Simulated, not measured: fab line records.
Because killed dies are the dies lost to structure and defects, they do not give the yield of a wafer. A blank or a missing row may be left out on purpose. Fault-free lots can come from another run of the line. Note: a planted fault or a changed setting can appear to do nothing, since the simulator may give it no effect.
What tool caused it? | flow nand harc | 7 lots, 21 wafers sampled, at 1 step of a route of 1302

== WHAT THE GAUGES SHOWED, per wafer ==
NHARC_A_SLIT_CD_MEAS_21.
lot  | measured     | on        | cd nm (nm)
L451 | day 21 00:21 | cd sem-01 | 291.2 290.4 290.3
L452 | day 21 13:10 | cd sem-02 | 289.7 290.9 289.3
L455 | day 22 17:11 | cd sem-02 | 290.3 289.5 290.0
L456 | day 23 09:24 | cd sem-02 | 290.3 289.2 289.3
L463 | day 25 14:40 | cd sem-02 | 290.1 291.0 289.9
L464 | day 27 02:18 | cd sem-03 | 288.9 289.7 288.3
L471 | day 29 20:05 | cd sem-01 | 288.1 289.5 290.9

== TOOL THAT RAN EACH LOT (tool first, then ch and the chambers of the sampled wafers, then the start) ==
The record shows no process step preceding these readings.

== THE ANSWER, worked out from the rows above alone ==
Rule: the lots themselves supply what counts as usual. Put in order of their means at a reading, lots are off if they are a third of the lots or fewer, leave a main group of 4 or more, and stand apart from it by a gap of 3 or more times the standard deviation of the main group's means; of several such gaps the widest counts. Not used: any main group whose means are identical at the precision the tables above print for the reading. A lot without any number at a reading at which 4 lots or more have one is off too. Any other lot the step has rows for is counted as sound.
Across all readings shown, no lot is off: no conclusion can be drawn from this.

== WHAT THE SIMULATOR HAD INSERTED ==
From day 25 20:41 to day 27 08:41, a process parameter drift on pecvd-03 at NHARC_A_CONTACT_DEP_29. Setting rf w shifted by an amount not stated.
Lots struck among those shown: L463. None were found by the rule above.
